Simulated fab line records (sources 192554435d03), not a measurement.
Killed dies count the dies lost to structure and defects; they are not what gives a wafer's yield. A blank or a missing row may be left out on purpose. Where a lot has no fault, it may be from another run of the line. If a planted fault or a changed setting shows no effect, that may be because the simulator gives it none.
fab line records ; flow n5Finfet
record: lots: 6; wafers: 18; lastDay: 16
route steps=1938 shown SD_EPI_P@328 SD_ACTIVATION@330 ILD0@335 PASSIVATION@1936
lots that met no fault: from a run of the same line without faults
startH: the number of hours between the record's first day and the start of the first shown wafer of the lot ; waitH: how many hours have passed since the lot's step before this one ; " as in the row above ; L1.1+2: a single row standing in for several wafers ; - no value, or no start given ; * or withheld: withheld ; < > ~ a bound
route shown NAME@n: NAME is a module with steps in the file, n the number in the route of the first one ; usual: average and standard deviation across the fault-free wafers ; same: alike in all rows ; chamber/n: place in a boat ; sites: the reading at each site ; _std_site: the standard deviation of these ; _edge_site: outer sites' mean less inner sites' ; radiusMm: for every site, how far away it sits from the centre of the wafer ; mask NAME#n: copy n ; behind: the tool/chamber that last shaped the wafer ; hold: reason for holding the lot/hours on hold/outcome of the hold ; device: the n, p or np transistor that did not switch ; end of line: at the end of the route, the tests of the same wafers ; a step with no rows: only its recipe ; killed: dies lost to structure and defects at the first sort, not the wafer's yield ; map: per-die view of a wafer (x killed, . not killed, _ where there is no die)
set.NAME: the setting that was run; set.NAME@STEP: the one run at that earlier step ; model.NAME: the simulator's own value behind a step, which no gauge read
certain route steps with their lots: each step a table, each wafer a row
services: the hour from which a tool's chamber was out of use, counted from the record's first day as startH (under 0 if before that day), plus the number of hours and why
== steps ==
step: N5_SD_EPI_P_SRD_25
recipe: timeS: 30; tempC: 23; rinseLiquid: diw; dry: ipaMarangoni
step: N5_SD_EPI_P_INSPECT_26
recipe: inspectInstrument: darkfield; mode: postEpi
usual: rawDefectCount: 168/35
lot.wafer;tool;chamber;startH;waitH;rawDefectCount
L857.1;defectInspect-02;-;65.60;0.0;185
L857.2;defectInspect-02;-;65.60;0.0;163
L857.6;defectInspect-02;-;65.60;0.0;146
L858.3;defectInspect-01;-;69.29;0.0;142
L858.4;defectInspect-01;-;69.29;0.0;175
L858.5;defectInspect-01;-;69.29;0.0;196
L866.2;defectInspect-01;-;118.50;0.0;180
L866.4;defectInspect-01;-;118.50;0.0;135
L866.6;defectInspect-01;-;118.50;0.0;190
L872.2;defectInspect-01;-;158.80;0.0;145
L872.5;defectInspect-01;-;158.80;0.0;141
L872.6;defectInspect-01;-;158.80;0.0;134
L874.1;defectInspect-01;-;170.04;0.0;183
L874.4;defectInspect-01;-;170.04;0.0;187
L874.5;defectInspect-01;-;170.04;0.0;162
L876.2;defectInspect-02;-;179.01;0.0;156
L876.5;defectInspect-02;-;179.01;0.0;169
L876.6;defectInspect-02;-;179.01;0.0;175
step: N5_SD_ACTIVATION_RTA_00
recipe: tempC: 975; timeS: 0; ambient: N2; idleTempC: 600; rampUpCPerS: 150; rampDownCPerS: 60; coolToC: 600
usual: lampPowerPct: 8.96/0.051; wafer_temp_C_max: 975.0/1.9
lot.wafer;tool;chamber;startH;waitH;lampPowerPct;wafer_temp_C_max
L857.1;rtpAnneal-01;0;65.63;0.0;8.92;974.1
L857.2;rtpAnneal-01;0;65.63;0.0;9.00;975.4
L857.6;rtpAnneal-01;0;65.63;0.0;9.03;975.7
L858.3;rtpAnneal-02;0;69.38;0.1;8.98;975.7
L858.4;rtpAnneal-02;0;69.38;0.1;8.91;977.3
L858.5;rtpAnneal-02;0;69.38;0.1;9.02;975.4
L866.2;rtpAnneal-01;0;118.56;0.1;8.92;973.2
L866.4;rtpAnneal-01;0;118.56;0.1;8.95;975.7
L866.6;rtpAnneal-01;0;118.56;0.1;8.94;975.1
L872.2;rtpAnneal-01;0;158.86;0.1;8.85;975.8
L872.5;rtpAnneal-01;0;158.86;0.1;8.97;972.0
L872.6;rtpAnneal-01;0;158.86;0.1;8.91;974.6
L874.1;rtpAnneal-01;0;170.12;0.1;8.96;977.7
L874.4;rtpAnneal-01;0;170.12;0.1;8.95;976.7
L874.5;rtpAnneal-01;0;170.12;0.1;8.99;973.4
L876.2;rtpAnneal-02;0;179.06;0.1;8.95;974.0
L876.5;rtpAnneal-02;0;179.06;0.1;8.96;974.4
L876.6;rtpAnneal-02;0;179.06;0.1;8.95;977.1
step: N5_SD_ACTIVATION_LSA_01
recipe: tempC: 1080; timeS: 0.0008; ambient: N2
usual: wafer_temp_C_max: 1084.7/0.88
lot.wafer;tool;chamber;startH;waitH;wafer_temp_C_max
L857.1;laserAnneal-01;0;65.85;0.2;1085.5
L857.2;laserAnneal-01;0;65.85;0.2;1085.5
L857.6;laserAnneal-01;0;65.85;0.2;1084.9
L858.3;laserAnneal-02;0;69.58;0.2;1084.2
L858.4;laserAnneal-02;0;69.58;0.2;1085.8
L858.5;laserAnneal-02;0;69.58;0.2;1084.2
L866.2;laserAnneal-02;0;118.78;0.2;1085.7
L866.4;laserAnneal-02;0;118.78;0.2;1084.6
L866.6;laserAnneal-02;0;118.78;0.2;1085.5
L872.2;laserAnneal-02;0;159.06;0.2;1085.1
L872.5;laserAnneal-02;0;159.06;0.2;1084.6
L872.6;laserAnneal-02;0;159.06;0.2;1085.9
L874.1;laserAnneal-02;0;170.33;0.2;1085.0
L874.4;laserAnneal-02;0;170.33;0.2;1085.0
L874.5;laserAnneal-02;0;170.33;0.2;1084.7
L876.2;laserAnneal-02;0;179.26;0.2;1085.1
L876.5;laserAnneal-02;0;179.26;0.2;1084.5
L876.6;laserAnneal-02;0;179.26;0.2;1084.5
step: N5_SD_ACTIVATION_INSPECT_02
recipe: inspectInstrument: darkfield; mode: postAnneal
usual: rawDefectCount: 170/36
lot.wafer;tool;chamber;startH;waitH;rawDefectCount
L857.1;defectInspect-01;-;66.39;0.2;186
L857.2;defectInspect-01;-;66.39;0.2;153
L857.6;defectInspect-01;-;66.39;0.2;158
L858.3;defectInspect-01;-;70.04;0.1;144
L858.4;defectInspect-01;-;70.04;0.1;172
L858.5;defectInspect-01;-;70.04;0.1;186
L866.2;defectInspect-02;-;119.29;0.2;167
L866.4;defectInspect-02;-;119.29;0.2;124
L866.6;defectInspect-02;-;119.29;0.2;184
L872.2;defectInspect-02;-;159.56;0.2;141
L872.5;defectInspect-02;-;159.56;0.2;121
L872.6;defectInspect-02;-;159.56;0.2;132
L874.1;defectInspect-02;-;170.86;0.2;176
L874.4;defectInspect-02;-;170.86;0.2;185
L874.5;defectInspect-02;-;170.86;0.2;152
L876.2;defectInspect-01;-;179.77;0.2;156
L876.5;defectInspect-01;-;179.77;0.2;167
L876.6;defectInspect-01;-;179.77;0.2;186
step: N5_ILD0_LINER_00
recipe: material: SiNx; targetThkA: 40; tempC: 400; aldPrecursorFamily: SiH2I2; aldCoReactant: N2/H2-plasma; pulseTimeS: 1; purgeTimeS: 2; coReactantPurgeTimeS: 2; aldCycles: 80; pressureTorr: 2
usual: heaterPowerW: 834/100; precursorPulseHeightRel: 1.001/0.021
lot.wafer;tool;chamber;startH;waitH;heaterPowerW;precursorPulseHeightRel;sinceWetCleanH
L857.1;aldSin-04;2;66.42;0.0;905;1.012;58
L857.2;aldSin-04;3;66.42;0.0;722;1.003;58
L857.6;aldSin-04;2;66.42;0.0;881;0.980;-
L858.3;aldSin-04;2;70.08;0.0;870;1.007;62
L858.4;aldSin-04;3;70.08;0.0;711;1.024;62
L858.5;aldSin-04;3;70.08;0.0;716;1.024;-
L866.2;aldSin-04;3;119.36;0.1;718;1.020;111
L866.4;aldSin-04;1;119.36;0.1;920;0.997;111
L866.6;aldSin-04;1;119.36;0.1;924;1.018;-
L872.2;aldSin-04;1;159.60;0.0;944;0.975;151
L872.5;aldSin-04;2;159.60;0.0;883;0.992;-
L872.6;aldSin-04;1;159.60;0.0;931;0.996;-
L874.1;aldSin-04;3;170.92;0.1;745;0.987;162
L874.4;aldSin-04;1;170.92;0.1;935;1.035;162
L874.5;aldSin-04;2;170.92;0.1;899;1.003;-
L876.2;aldSin-04;1;179.80;0.0;927;0.978;171
L876.5;aldSin-04;0;179.80;0.0;905;0.950;-
L876.6;aldSin-04;3;179.80;0.0;729;0.967;-
step: N5_ILD0_FCVD_FILL_01
recipe: material: SiO2_flowable; targetThkA: 2000; tempC: 100; pressureTorr: 0.8; rfW: 2000; timeS: 328.3
step: N5_ILD0_CURE_02
recipe: tempC: 450; timeS: 1800; ambient: steam; idleTempC: 400; rampUpCPerMin: 5; rampDownCPerMin: 3; densificationPH2oTorr: 640
step: N5_ILD0_CMP_03
recipe: stopOn: SiNx; tOverpolishS: 1.9; postCmpClean: alkalineBrush; downForcePsi: 4.1491; platenRpm: 51.796; padVelocityMS: 1.0306; targetThkNm: 197.38
usual: headPressurePsi: 4.148/0.0098; motorCurrentA: 12.6/1; overpolishRunS: 1.900/0.0086; timeToEndpointS: 68/3.2
lot.wafer;tool;chamber;startH;waitH;headPressurePsi;motorCurrentA;overpolishRunS;timeToEndpointS
L857.1;cmp-03;3;68.86;0.1;4.153;13.7;1.909;67
L857.2;cmp-03;0;68.86;0.1;4.148;12.5;1.884;64
L857.6;cmp-03;2;68.86;0.1;4.145;12.3;1.898;67
L858.4;cmp-04;2;72.70;0.0;4.159;13.9;1.883;65
L858.3;cmp-04;1;72.70;0.0;4.154;11.2;1.899;66
L858.5;cmp-04;2;72.70;0.0;4.171;15.4;1.905;67
L866.2;cmp-04;1;121.76;0.1;4.144;10.9;1.897;69
L866.4;cmp-04;3;121.76;0.1;4.142;13.1;1.899;69
L866.6;cmp-04;0;121.76;0.1;4.163;12.1;1.896;66
L872.2;cmp-02;2;162.00;0.1;4.162;11.5;1.909;70
L872.6;cmp-02;1;162.00;0.1;4.144;12.2;1.901;69
L872.5;cmp-02;2;162.00;0.1;4.142;11.3;1.899;69
L874.4;cmp-03;2;173.33;0.1;4.145;12.6;1.908;68
L874.1;cmp-03;0;173.33;0.1;4.133;12.9;1.906;67
L874.5;cmp-03;2;173.33;0.1;4.152;12.0;1.901;66
L876.2;cmp-03;2;182.21;0.1;4.159;11.7;1.899;71
L876.6;cmp-03;1;182.21;0.1;4.139;13.4;1.905;67
L876.5;cmp-03;2;182.21;0.1;4.145;12.9;1.898;76
step: N5_ILD0_THK_MEAS_04
usual: thkNm: 196.9/1.2
lot.wafer;tool;chamber;startH;waitH;thkNm
L857.1;filmMetro-01;-;69.08;-;197.0
L857.2;filmMetro-01;-;69.08;-;196.6
L857.6;filmMetro-01;-;69.08;-;196.4
L858.3;filmMetro-01;-;73.00;-;197.6
L858.4;filmMetro-01;-;73.00;-;196.9
L858.5;filmMetro-01;-;73.00;-;197.6
L866.2;filmMetro-02;-;122.02;-;197.6
L866.4;filmMetro-02;-;122.02;-;195.9
L866.6;filmMetro-02;-;122.02;-;198.0
L872.2;filmMetro-02;-;162.26;-;197.0
L872.5;filmMetro-02;-;162.26;-;198.9
L872.6;filmMetro-02;-;162.26;-;197.3
L874.1;filmMetro-02;-;173.58;-;196.1
L874.4;filmMetro-02;-;173.58;-;195.8
L874.5;filmMetro-02;-;173.58;-;196.7
L876.2;filmMetro-02;-;182.46;-;198.2
L876.5;filmMetro-02;-;182.46;-;195.6
L876.6;filmMetro-02;-;182.46;-;195.4
step: N5_ILD0_CMP_07
recipe: stopOn: poly-Si; material: SiO2_flowable; tOverpolishS: 1.18; postCmpClean: alkalineBrush; downForcePsi: 4.1491; platenRpm: 51.796; padVelocityMS: 1.0306; targetThkNm: 138.88
usual: headPressurePsi: 4.149/0.0092; motorCurrentA: 12.6/1.1
lot.wafer;tool;chamber;startH;waitH;headPressurePsi;motorCurrentA
L857.2;cmp-02;0;69.11;0.0;4.161;12.4
L857.1;cmp-02;1;69.11;0.0;4.142;12.0
L857.6;cmp-02;1;69.11;0.0;4.147;12.5
L858.4;cmp-04;1;73.03;0.0;4.148;10.5
L858.3;cmp-04;2;73.03;0.0;4.155;14.2
L858.5;cmp-04;1;73.03;0.0;4.144;11.3
L866.2;cmp-02;0;122.05;0.0;2.832;10.2
L866.4;cmp-02;1;122.05;0.0;2.868;9.7
L866.6;cmp-02;1;122.05;0.0;2.831;10.1
L872.2;cmp-02;1;162.36;0.1;2.856;9.6
L872.6;cmp-02;3;162.36;0.1;2.821;10.1
L872.5;cmp-02;0;162.36;0.1;2.840;10.2
L874.4;cmp-04;0;173.61;0.0;4.162;12.3
L874.1;cmp-04;2;173.61;0.0;4.152;15.0
L874.5;cmp-04;0;173.61;0.0;4.160;11.4
L876.2;cmp-03;2;182.53;0.1;4.135;11.5
L876.5;cmp-03;1;182.53;0.1;4.146;14.4
L876.6;cmp-03;2;182.53;0.1;4.148;12.4
step: N5_ILD0_THK_MEAS_08
usual: thkNm: 138.5/1
lot.wafer;tool;chamber;startH;waitH;thkNm
L857.1;filmMetro-01;-;69.41;-;138.1
L857.2;filmMetro-01;-;69.41;-;139.7
L857.6;filmMetro-01;-;69.41;-;138.3
L858.3;filmMetro-02;-;73.32;-;138.5
L858.4;filmMetro-02;-;73.32;-;139.7
L858.5;filmMetro-02;-;73.32;-;139.2
L866.2;filmMetro-01;-;122.35;-;140.3
L866.4;filmMetro-01;-;122.35;-;139.3
L866.6;filmMetro-01;-;122.35;-;138.0
L872.2;filmMetro-02;-;162.58;-;141.5
L872.5;filmMetro-02;-;162.58;-;141.9
L872.6;filmMetro-02;-;162.58;-;139.0
L874.1;filmMetro-01;-;173.91;-;138.3
L874.4;filmMetro-01;-;173.91;-;137.8
L874.5;filmMetro-01;-;173.91;-;137.0
L876.2;filmMetro-02;-;182.79;-;138.3
L876.5;filmMetro-02;-;182.79;-;138.8
L876.6;filmMetro-02;-;182.79;-;138.6
step: N5_PASSIVATION_PROBE_49
usual: killed_at_M0_to_M3: 34/8.9; killed_at_M4_up: 13/5; killedAtContacts: 12/7; killedAtFrontEnd: 38/11; killedAtOther: 3.2/2.9; killedDies: 99/16; killedOpen: 65/13; killedShort: 32/7.6
same: grossDies: 1180; killedAtBackSide: 0
lot.wafer;tool;chamber;startH;waitH;killed_at_M0_to_M3;killed_at_M4_up;killedAtContacts;killedAtFrontEnd;killedAtOther;killedDies;killedOpen;killedShort
L857.1;prober-02;-;252.40;0.0;41;10;11;51;1;114;59;54
L857.2;prober-02;-;252.45;0.1;27;6;10;39;2;84;58;25
L857.6;prober-02;-;252.65;0.3;19;11;11;30;0;71;48;20
L858.3;prober-01;-;263.56;0.1;24;10;5;34;6;79;44;31
L858.4;prober-01;-;263.61;0.2;30;19;11;24;6;90;63;23
L858.5;prober-01;-;263.66;0.2;24;12;7;41;2;86;62;24
L866.2;prober-01;-;329.56;0.1;27;10;11;46;5;99;61;37
L866.4;prober-01;-;329.66;0.2;37;20;11;63;4;135;96;38
L866.6;prober-01;-;329.76;0.3;28;23;10;39;2;102;78;24
L872.2;prober-01;-;371.98;0.1;26;12;16;39;2;95;63;32
L872.5;prober-01;-;372.13;0.2;37;11;18;26;2;94;70;23
L872.6;prober-01;-;372.18;0.3;35;11;11;57;2;116;72;35
L876.2;prober-01;-;387.66;0.1;14;11;21;39;6;91;56;30
L876.5;prober-01;-;387.81;0.2;30;18;20;38;4;110;75;35
L876.6;prober-01;-;387.86;0.3;30;19;18;34;7;108;82;25
killed by level:class
L857.1 FIN_SAQP:geometricParticle:short=9 STI_FIN_REVEAL:geometricParticle:open=9 BEOL_M0_SAQP:geometricParticle:open=9 FIN_SAQP:geometricParticle:open=8 BEOL_M0_SAQP:geometricParticle:short=8 BEOL_M1:geometricParticle:short=7 MOL_CONTACT_COAG:geometricParticle:short=6 MOL_CONTACT_COAG:geometricParticle:open=5
L857.2 FIN_SAQP:geometricParticle:short=13 MOL_CONTACT_COAG:geometricParticle:open=8 BEOL_M3:geometricParticle:open=8 STI_FIN_REVEAL:geometricParticle:open=7 DUMMY_GATE:geometricParticle:open=5 BEOL_M0:geometricParticle:open=5 BEOL_M1:geometricParticle:open=5 BEOL_M4:geometricParticle:open=5
L857.6 MOL_CONTACT_COAG:geometricParticle:open=9 FIN_SAQP:geometricParticle:open=5 FIN_SAQP:geometricParticle:short=5 BEOL_M1:geometricParticle:open=5 STI_FIN_REVEAL:geometricParticle:open=4 STI_FIN_REVEAL:geometricParticle:short=3 BEOL_M4:geometricParticle:open=3 ILD0:geometricParticle:open=3
L858.3 FIN_SAQP:geometricParticle:open=9 BEOL_M0_SAQP:geometricParticle:open=8 BEOL_M0_SAQP:geometricParticle:short=7 FIN_SAQP:geometricParticle:short=4 STI_FIN_REVEAL:geometricParticle:open=4 BEOL_M4:geometricParticle:open=4 BEOL_M1:geometricParticle:open=4 HKMG_FIN:areaEtch=4
L858.4 BEOL_M4:geometricParticle:open=9 MOL_CONTACT_COAG:geometricParticle:open=8 BEOL_M0_SAQP:geometricParticle:open=8 BEOL_M0_SAQP:geometricParticle:short=5 BEOL_M1:geometricParticle:open=5 BEOL_M3:geometricParticle:open=5 BEOL_M5:geometricParticle:open=5 FIN_SAQP:geometricParticle:open=4
L858.5 FIN_SAQP:geometricParticle:open=11 STI_FIN_REVEAL:geometricParticle:open=9 BEOL_M1:geometricParticle:open=8 FIN_SAQP:geometricParticle:short=7 MOL_CONTACT_COAG:geometricParticle:open=6 BEOL_M4:geometricParticle:open=6 BEOL_M0_SAQP:geometricParticle:short=5 BEOL_M0_SAQP:geometricParticle:open=4
L866.2 STI_FIN_REVEAL:geometricParticle:open=12 BEOL_M0_SAQP:geometricParticle:open=12 MOL_CONTACT_COAG:geometricParticle:open=9 FIN_SAQP:geometricParticle:short=6 GATE_CUT:geometricParticle:short=6 BEOL_M0_SAQP:geometricParticle:short=5 BEOL_M2:geometricParticle:open=5 STI_FIN_REVEAL:geometricParticle:short=4
L866.4 FIN_SAQP:geometricParticle:open=20 STI_FIN_REVEAL:geometricParticle:open=13 BEOL_M4:geometricParticle:open=13 FIN_SAQP:geometricParticle:short=8 BEOL_M1:geometricParticle:open=8 MOL_CONTACT_COAG:geometricParticle:open=7 BEOL_M0_SAQP:geometricParticle:short=7 BEOL_M3:geometricParticle:open=6
L866.6 STI_FIN_REVEAL:geometricParticle:open=20 BEOL_M4:geometricParticle:open=16 FIN_SAQP:geometricParticle:open=9 BEOL_M0_SAQP:geometricParticle:short=9 DUMMY_GATE:geometricParticle:open=6 MOL_CONTACT_COAG:geometricParticle:open=6 BEOL_M0_SAQP:geometricParticle:open=6 BEOL_M1:geometricParticle:open=5
L872.2 FIN_SAQP:geometricParticle:open=14 MOL_CONTACT_COAG:geometricParticle:open=13 GATE_CUT:geometricParticle:short=11 BEOL_M2:geometricParticle:open=6 BEOL_M0_SAQP:geometricParticle:short=6 FIN_SAQP:geometricParticle:short=4 STARTING-WAFER:geometricParticle:open=4 BEOL_M1:geometricParticle:open=4
L872.5 MOL_CONTACT_COAG:geometricParticle:open=15 BEOL_M0_SAQP:geometricParticle:short=9 BEOL_M1:geometricParticle:open=8 BEOL_M0_SAQP:geometricParticle:open=7 GATE_CUT:geometricParticle:short=6 BEOL_M2:geometricParticle:open=6 FIN_SAQP:geometricParticle:open=4 BEOL_M0:geometricParticle:open=4
L872.6 STI_FIN_REVEAL:geometricParticle:open=10 BEOL_M2:geometricParticle:open=10 FIN_SAQP:geometricParticle:short=9 MOL_CONTACT_COAG:geometricParticle:open=9 HKMG_FIN:areaEtch=8 BEOL_M1:geometricParticle:open=7 FIN_SAQP:geometricParticle:open=6 STI_FIN_REVEAL:geometricParticle:short=5
L876.2 MOL_CONTACT_COAG:geometricParticle:open=14 STI_FIN_REVEAL:geometricParticle:open=10 MOL_CONTACT_COAG:geometricParticle:short=7 BEOL_M0_SAQP:geometricParticle:open=7 FIN_SAQP:geometricParticle:open=4 GATE_CUT:geometricParticle:short=4 FIN_SAQP:coatMicrobubblePrinted=4 FIN_SAQP:geometricParticle:short=3
L876.5 MOL_CONTACT_COAG:geometricParticle:open=17 STI_FIN_REVEAL:geometricParticle:open=12 BEOL_M4:geometricParticle:open=9 BEOL_M0_SAQP:geometricParticle:open=7 BEOL_M0_SAQP:geometricParticle:short=7 BEOL_M1:geometricParticle:open=7 FIN_SAQP:geometricParticle:open=6 GATE_CUT:geometricParticle:short=6
L876.6 MOL_CONTACT_COAG:geometricParticle:open=15 STI_FIN_REVEAL:geometricParticle:open=14 BEOL_M4:geometricParticle:open=12 BEOL_M1:geometricParticle:open=7 DUMMY_GATE:geometricParticle:open=6 BEOL_M0_SAQP:geometricParticle:open=6 FIN_SAQP:geometricParticle:open=5 BEOL_M0_SAQP:geometricParticle:short=5
== services ==
tool;chamber;startH;hours;kind
aldSin-04;2;43.16;10.6;repair
cmp-02;-;64.16;0.5;repair
cmp-02;-;66.07;0.3;repair
cmp-04;-;66.17;0.6;repair
cmp-03;-;69.48;6.3;repair
aldSin-04;-;85.16;1.5;repair
cmp-04;-;93.91;0.9;repair
laserAnneal-02;-;102.38;2.8;pm
cmp-02;-;106.66;3.4;repair
aldSin-04;-;120.55;14.6;pm
cmp-02;-;129.12;4.0;pm
rtpAnneal-01;-;129.14;7.3;pm
cmp-02;-;133.12;-;consumableReplace:conditioner
cmp-02;-;133.12;-;consumableReplace:pad
laserAnneal-01;-;143.71;2.5;pm
cmp-02;-;172.00;4.0;repair
laserAnneal-02;-;180.80;8.2;pm
cmp-02;-;181.64;3.3;repair
== key ==
firstSign: step: N5_ILD0_CMP_07; reading: headPressurePsi; direction: down; sigmas: 99+; usual: 4.149; struck: 2.841
effect: step: N5_ILD0_CMP_07; reading: motorCurrentA; direction: down; sigmas: 2.5; usual: 12.6; struck: 10.0
effect: step: N5_ILD0_THK_MEAS_08; reading: thkNm; direction: up; sigmas: 1.5; usual: *; struck: *
metAt N5_ILD0_CMP_07
struckWafers L866.2,L866.4,L866.6,L872.2,L872.5,L872.6
testerLeftOut L866,L872
onsetBetween 69.11 122.05
fault: kind: processParameterDrift; tool: cmp-02; chamber: -; onsetH: 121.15; steps: N5_ILD0_CMP_07; channel: downForcePsi; offset: -1.3117; shape: step; endH: 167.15; actsIn: theseRecipesOnly; stated: 4.1491
testerLeftOut: of these lots the tester's yield and bins aren't shown, on N5 and GAA mostly nor the transistor test; their killed dies are dies lost to structure and defects alone, not to doping, threshold or leakage, so they don't give the yield
